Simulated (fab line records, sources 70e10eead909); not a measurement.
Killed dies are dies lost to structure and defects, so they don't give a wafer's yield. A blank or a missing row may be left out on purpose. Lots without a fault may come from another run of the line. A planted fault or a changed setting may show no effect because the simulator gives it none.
Chamber matching | flow nand_harc | NHARC_A_STAIRCASE_ETCH_444 on rie_diel-01: 4 sister chambers
The step etches the open film in C4F8/O2, target depth 20400 nm, time 6800 s. 4 wafers are shown with their chamber, then 10 later ones without.

WAFERS WITH THEIR CHAMBER
wafer  | chamber | rf_vpp_V (V)
L086.1 | 1       | 805
L088.2 | 3       | 807
L092.1 | 2       | 801
L092.2 | 0       | 800

WAFERS WITHOUT THEIR CHAMBER
wafer  | rf_vpp_V (V)
L092.5 | 805
L095.3 | 799
L095.4 | 800
L095.5 | 806
L097.1 | 800
L097.2 | 808
L097.3 | 803
L097.4 | 798
L097.5 | 805
L097.6 | 799

WHICH CHAMBER EACH WENT THROUGH
wafer  | from the rows above               | in truth
L092.5 | can't be placed: 1 or 3           | 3
L095.3 | can't be placed: 0 or 2           | 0
L095.4 | can't be placed: 0 or 2           | 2
L095.5 | can't be placed: 1 or 3           | 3
L097.1 | can't be placed: 0 or 2           | 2
L097.2 | can't be placed: 3 or 1           | 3
L097.3 | can't be placed: 1 or 2 or 0 or 3 | 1
L097.4 | can't be placed: 0 or 2           | 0
L097.5 | can't be placed: 1 or 3           | 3
L097.6 | can't be placed: 0 or 2           | 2
Placed correctly: 0 of 10. Can't be placed from these rows: 10 (the true chamber is among the candidates in 10). Placed wrongly: 0.
How it was worked out, from the rows above alone: a wafer's distance from a chamber is the root of the sum, over the readings, of the square of ((its reading less the chamber's mean) divided by the reading's scatter). The wafer belongs to the nearest chamber; if the next one is less than 2 further off, it can't be placed. A chamber's mean is the mean of its shown wafers. The scatter: with one shown wafer a chamber, the root of the mean of the squares of how far each hidden wafer lies from its nearest shown one.
